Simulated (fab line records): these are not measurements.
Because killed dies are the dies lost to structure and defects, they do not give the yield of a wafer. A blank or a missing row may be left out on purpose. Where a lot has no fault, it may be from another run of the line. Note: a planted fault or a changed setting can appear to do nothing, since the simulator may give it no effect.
Shared-tool check + flow nand_harc + 39 wafers sampled across 13 lots

THE REASON FOR OPENING IT
At NHARC_P_GATE_CD_MEAS_59 the reading cd_nm is flagged on 1 of 13 lots. Wafers without a fault read 719.6 nm, standard deviation 2.
Rule: a lot is flagged when every wafer of it that has a number lies more than 4 standard deviations from that mean, or none has a number. All remaining lots are regarded as sound.

| lot  | measured     | on        | cd_nm (nm), wafer by wafer | flag    |
|------|--------------|-----------|----------------------------|---------|
| L236 | day 6 00:37  | cd_sem-03 | 719.3 719.5 718.5          |         |
| L237 | day 6 06:46  | cd_sem-02 | 722.5 721.1 721.9          |         |
| L240 | day 7 07:06  | cd_sem-03 | 717.9 717.2 715.6          |         |
| L239 | day 7 09:21  | cd_sem-02 | 719.3 716.9 718.5          |         |
| L241 | day 8 00:56  | cd_sem-02 | 723.2 721.3 720.8          |         |
| L242 | day 8 01:53  | cd_sem-02 | 722.4 720.3 720.0          |         |
| L244 | day 8 20:44  | cd_sem-02 | 718.3 718.8 718.5          |         |
| L247 | day 10 04:49 | cd_sem-02 | 722.9 719.3 720.7          |         |
| L248 | day 10 08:49 | cd_sem-03 | 722.3 720.2 720.2          |         |
| L249 | day 11 05:05 | cd_sem-03 | 819.8 819.9 819.8          | FLAGGED |
| L252 | day 12 09:28 | cd_sem-01 | 716.3 718.0 718.1          |         |
| L253 | day 12 15:33 | cd_sem-03 | 720.0 721.0 720.7          |         |
| L259 | day 15 08:13 | cd_sem-01 | 719.2 721.9 715.5          |         |
The mean of the flagged lots' numbers is 819.8 nm, +100.2 nm from the usual (+50 standard deviations).

LOT BY LOT: THE TOOL USED
The record keeps 1 process step preceding the reading, out of 1302 steps on the route. In each cell: the tool, then ch and the chambers that the sampled wafers went through, then the start.
| lot  | flag    | NHARC_P_GATE_EXPOSE_56            |
|------|---------|-----------------------------------|
| L236 |         | krf_scanner-04 ch 0, day 6 00:28  |
| L237 |         | krf_scanner-02 ch 0, day 6 06:36  |
| L240 |         | krf_scanner-02 ch 0, day 7 06:56  |
| L239 |         | krf_scanner-02 ch 0, day 7 09:12  |
| L241 |         | krf_scanner-02 ch 0, day 8 00:47  |
| L242 |         | krf_scanner-02 ch 0, day 8 01:43  |
| L244 |         | krf_scanner-03 ch 0, day 8 20:35  |
| L247 |         | krf_scanner-02 ch 0, day 10 04:40 |
| L248 |         | krf_scanner-02 ch 0, day 10 08:40 |
| L249 | FLAGGED | krf_scanner-02 ch 0, day 11 04:56 |
| L252 |         | krf_scanner-02 ch 0, day 12 09:19 |
| L253 |         | krf_scanner-03 ch 0, day 12 15:24 |
| L259 |         | krf_scanner-04 ch 0, day 15 08:04 |
What is done by these steps:
- NHARC_P_GATE_EXPOSE_56: exposes mask P PSD, target cd 720 nm.
- NHARC_P_GATE_CD_MEAS_59: target cd 720 nm.

FLAGGED OVER TOTAL, TOOL BY TOOL (the gauges that took the reading come last)
| step                    | tool           | lots run | flagged | share of the flagged lots | sound lots run after its first flagged lot |
|-------------------------|----------------|----------|---------|---------------------------|--------------------------------------------|
| NHARC_P_GATE_EXPOSE_56  | krf_scanner-02 | 9        | 1       | all                       | 1 (L252)                                   |
| NHARC_P_GATE_EXPOSE_56  | krf_scanner-03 | 2        | 0       | none                      | -                                          |
| NHARC_P_GATE_EXPOSE_56  | krf_scanner-04 | 2        | 0       | none                      | -                                          |
| NHARC_P_GATE_CD_MEAS_59 | cd_sem-01      | 2        | 0       | none                      | -                                          |
| NHARC_P_GATE_CD_MEAS_59 | cd_sem-02      | 6        | 0       | none                      | -                                          |
| NHARC_P_GATE_CD_MEAS_59 | cd_sem-03      | 5        | 1       | all                       | 1 (L253)                                   |

WHAT THE TABLE ALLOWS
In 2 table rows, all flagged lots were run: krf_scanner-02 (NHARC_P_GATE_EXPOSE_56), cd_sem-03 (NHARC_P_GATE_CD_MEAS_59).
- krf_scanner-02 at NHARC_P_GATE_EXPOSE_56: 1 of its 9 lots flagged. Lots that were sound ran on it after the first flagged one (L252); a persistent fault on the entire tool would not allow that.
- cd_sem-03 at NHARC_P_GATE_CD_MEAS_59: 1 of its 5 lots flagged. Lots that were sound ran on it after the first flagged one (L253); a persistent fault on the entire tool would not allow that.
None of the table's rows ran every flagged lot and, after the first, no sound lot.

WHAT THE SIMULATOR PUT IN
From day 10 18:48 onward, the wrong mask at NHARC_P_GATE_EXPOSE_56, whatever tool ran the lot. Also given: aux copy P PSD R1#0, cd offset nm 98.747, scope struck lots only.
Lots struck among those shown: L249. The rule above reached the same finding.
